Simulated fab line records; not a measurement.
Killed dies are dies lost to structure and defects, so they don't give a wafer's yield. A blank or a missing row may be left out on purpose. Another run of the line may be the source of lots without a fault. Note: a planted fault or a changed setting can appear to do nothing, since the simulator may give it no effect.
Chamber matching ; flow nand harc ; pecvd-02 running NHARC_A_SLIT_DEP_25: 3 sister chambers
The step deposits SiO2, target thk 200 nm. 16 wafers are shown with their chamber, then 8 later ones without.

== WAFERS, EACH WITH ITS CHAMBER ==
wafer;chamber;throttle valve pct (%);heater power w (W);rf fwd power W (W)
L477.2;0;15.5;471;896.7
L477.3;2;16.4;479;898.3
L477.4;0;15.6;503;895.6
L478.1;1;16.2;501;889.9
L478.2;2;16.6;488;900.8
L478.4;2;16.3;498;899.0
L480.1;1;16.4;526;897.6
L480.3;2;16.8;464;903.5
L480.4;2;16.4;470;902.4
L481.1;2;16.6;522;893.5
L481.3;0;15.6;550;897.0
L481.6;1;16.7;428;899.9
L486.2;2;16.8;443;899.1
L486.4;1;16.9;554;895.3
L486.5;2;16.4;460;894.1
L493.4;0;15.3;590;897.0

SIGNATURES, as means of the wafers listed above
reading;chamber 0;chamber 1;chamber 2;scatter within a chamber
throttle valve pct;15.500;16.550;16.538;0.216
heater power w;528.50;502.25;478.00;40.4
rf fwd power W;896.575;895.675;898.837;3.35
Rule: for a wafer and a chamber, the distance is found by dividing, reading by reading, the gap between the wafer's reading and the chamber's mean by the reading's scatter, squaring, summing and taking the root. If the next closest chamber is less than 2 further off than the closest, the wafer can't be placed; otherwise it belongs to the closest. The scatter: take each reading less its chamber's mean, square it, sum over the shown wafers, divide by the number of wafers less the number of chambers, and take the root.

== WAFERS WITHOUT THEIR CHAMBER ==
wafer;throttle valve pct (%);heater power w (W);rf fwd power W (W)
L493.5;16.4;500;896.5
L493.6;16.1;477;899.6
L500.2;16.2;478;893.0
L500.3;16.7;397;899.0
L500.4;16.5;422;896.8
L499.1;16.6;492;895.4
L499.2;16.2;421;896.6
L499.5;16.1;439;896.3

== EACH ONE'S CHAMBER ==
wafer;from the rows above;in truth
L493.5;can't be placed: 1 or 2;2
L493.6;can't be placed: 2 or 1 or 0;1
L500.2;can't be placed: 1 or 2 or 0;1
L500.3;can't be placed: 2 or 1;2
L500.4;can't be placed: 2 or 1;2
L499.1;can't be placed: 1 or 2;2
L499.2;can't be placed: 2 or 1 or 0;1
L499.5;can't be placed: 2 or 1 or 0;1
Correctly placed: 0 of 8. From these rows, 8 cannot be placed; in 8 the true chamber is one of the candidates. Wrongly placed: 0.
